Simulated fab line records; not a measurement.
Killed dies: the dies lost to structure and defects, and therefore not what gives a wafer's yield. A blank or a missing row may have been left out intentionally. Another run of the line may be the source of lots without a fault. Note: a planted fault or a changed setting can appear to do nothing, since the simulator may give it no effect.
Split-lot study + flow n5 finfet + 7 lots, 21 wafers read, on a route of 1938 steps

== ON THE SPLIT ==
At N5_BEOL_M7_ETCH_41 (etches SiCN in CH3F/O2, target depth 31.9 nm, time 57.8 s), the setting source w was moved away from the recipe's 395 W on 8 of the 21 wafers read, by -13.1% to -7.0%. For the rest of the wafers, this setting stayed at what the recipe calls for.

The split's own step is where the reading is taken.

== THE READING ==
rf vpp V, in V, at N5_BEOL_M7_ETCH_41 (etches SiCN in CH3F/O2, target depth 31.9 nm, time 57.8 s). Fault-free wafers of this fab line usually give 297.5 V, standard deviation 1.8 V.

| wafer  | tool, chamber at the split | source w as run, W | against the recipe | rf vpp V, V | against lot-mates on the recipe |
|--------|----------------------------|--------------------|--------------------|-------------|---------------------------------|
| L075.3 | rie diel-01, 1             | 395                | recipe             | 300.3       | -                               |
| L075.5 | rie diel-01, 2             | 395                | recipe             | 298.7       | -                               |
| L075.6 | rie diel-01, 0             | 343.1              | -13.1%             | 311.3       | +11.8                           |
| L077.2 | rie diel-03, 2             | 395                | recipe             | 300.2       | -                               |
| L077.3 | rie diel-03, 3             | 395                | recipe             | 296.2       | -                               |
| L077.6 | rie diel-03, 1             | 395                | recipe             | 298.9       | -                               |
| L079.1 | rie diel-03, 2             | 356.3              | -9.8%              | 310.3       | +17.0                           |
| L079.3 | rie diel-03, 3             | 395                | recipe             | 293.3       | -                               |
| L079.6 | rie diel-03, 1             | 356.3              | -9.8%              | 308.3       | +15.0                           |
| L085.2 | rie diel-03, 1             | 367.4              | -7.0%              | 305.3       | +10.8                           |
| L085.5 | rie diel-03, 3             | 395                | recipe             | 294.5       | -                               |
| L085.6 | rie diel-03, 0             | 367.4              | -7.0%              | 306.8       | +12.3                           |
| L089.3 | rie diel-01, 2             | 363.6              | -7.9%              | 306.0       | +6.5                            |
| L089.4 | rie diel-01, 1             | 395                | recipe             | 300.3       | -                               |
| L089.6 | rie diel-01, 3             | 395                | recipe             | 298.6       | -                               |
| L091.1 | rie diel-05, 0             | 358.4              | -9.3%              | 306.0       | +9.0                            |
| L091.4 | rie diel-05, 1             | 395                | recipe             | 297.0       | -                               |
| L091.6 | rie diel-05, 2             | 358.4              | -9.3%              | 304.9       | +7.9                            |
| L096.1 | rie diel-01, 0             | 395                | recipe             | 299.1       | -                               |
| L096.5 | rie diel-01, 1             | 395                | recipe             | 299.4       | -                               |
| L096.6 | rie diel-01, 0             | 395                | recipe             | 297.8       | -                               |

FIT RESULTS
A straight line over all 21 wafers: rf vpp V changes by -1.01 V for each +1% of source w; r = -0.93; the points scatter about the line by 2 V.
The same after taking each lot's own level away (the mean of its wafers on the recipe; 21 wafers): -1.18 V for each +1%; r = -0.92; scatter 2.4 V.
That fit puts the effect of the largest move of source w on the reading at 16 V.
From 293.30 to 299.50 V: that is the span of the lots' own levels, equal to 3.4 times the standard deviation above.
So the slope is not independent of the lot-to-lot level: the two fits are not the same.
Check: for one of the wafers moved furthest among these (-13.1%), held out of the fit, the line's prediction against its lot-mates is +17.1 V. Against them it came out at +11.8 V.
Tool readings at the split's step, against how far the setting was moved: rf vpp V r = -0.93.

== OTHER SPLITS APPLIED TO THESE WAFERS ==
Note: prior to the reading, these wafers also went through further splits. Each is held against what the fit with the lots' levels taken away leaves over:
| other split on the same wafers             | wafers away from the commonest value | r with rf vpp V (lot level and that fit taken away) |
|--------------------------------------------|--------------------------------------|-----------------------------------------------------|
| N5_BEOL_M2_ETCH_69 bias w                  | 12                                   | -0.24                                               |
| N5_BEOL_M3_COAT_76 spin rpm                | 4                                    | -0.35                                               |
| N5_BEOL_M3_COAT_22 spin rpm                | 7                                    | +0.51                                               |
| N5_BEOL_M4_COAT_05 spin rpm                | 6                                    | -0.08                                               |
| N5_BEOL_M4_DESCUM_16 time s                | 1                                    | +0.21                                               |
| N5_BEOL_M6_TRENCH_ETCH_37 bias w           | 4                                    | +0.23                                               |
| N5_BEOL_M6_ALD_77 co reactant pulse time s | 9                                    | +0.02                                               |
| N5_BEOL_M7_VIA_ETCH_34 time s              | 6                                    | +0.20                                               |

== THE WHOLE CHAIN: every reading that the file lists as answering this split, in the file's order ==
| step               | what it does                                              | reading                                                        | change (the file's fit)               | r (the file's) |
|--------------------|-----------------------------------------------------------|----------------------------------------------------------------|---------------------------------------|----------------|
| N5_BEOL_M7_ETCH_41 | etches SiCN in CH3F/O2, target depth 31.9 nm, time 57.8 s | rf vpp V                                                       | -1.12 V for each +1% of the setting   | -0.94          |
| N5_BEOL_M7_ETCH_41 | etches SiCN in CH3F/O2, target depth 31.9 nm, time 57.8 s | etch.depth nm (the simulator's own value, which no gauge read) | +0.107 nm for each +1% of the setting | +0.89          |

== THE FILE'S OWN FIT ==
rf vpp V changes by -1.12 V for each +1% of source w, r = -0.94.
